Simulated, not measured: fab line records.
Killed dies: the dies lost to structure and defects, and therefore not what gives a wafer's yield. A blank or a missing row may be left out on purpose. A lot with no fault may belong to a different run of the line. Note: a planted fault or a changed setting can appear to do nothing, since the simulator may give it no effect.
Chamber matching ; flow n5 finfet ; N5_BEOL_M7_DESCUM_16 on rie diel-06: 4 sister chambers
The step chemistry O2, time 7.9 s. 4 wafers are shown with their chamber, then 7 later ones without.

== WAFERS WITH THEIR CHAMBER ==
wafer;chamber;showerhead plenum p Torr (Torr)
L075.3;2;2.07
L082.6;1;2.20
L087.1;3;2.03
L087.2;0;2.05

== WAFERS WHOSE CHAMBER IS MISSING ==
wafer;showerhead plenum p Torr (Torr)
L087.3;2.06
L097.2;2.05
L097.3;2.03
L097.6;2.05
L096.3;2.03
L096.4;2.03
L096.6;2.05

== CHAMBER TAKEN BY EACH ==
wafer;from the rows above;in truth
L087.3;can't be placed: 2 or 0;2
L097.2;0;0
L097.3;3;3
L097.6;0;0
L096.3;3;3
L096.4;3;3
L096.6;0;0
Correctly placed: 6 of 7. From these rows, 1 cannot be placed; in 1 the true chamber is one of the candidates. Wrongly placed: 0.
How it was worked out, from the rows above alone: a wafer's distance from a chamber is the root of the sum, over the readings, of the square of ((its reading less the chamber's mean) divided by the reading's scatter). If the next closest chamber is less than 2 further off than the closest, the wafer can't be placed; otherwise it belongs to the closest. Each chamber's mean is taken over the wafers shown for it. The scatter (one wafer shown for each chamber): square how far every hidden wafer sits from the nearest shown wafer, average those squares and take the square root.
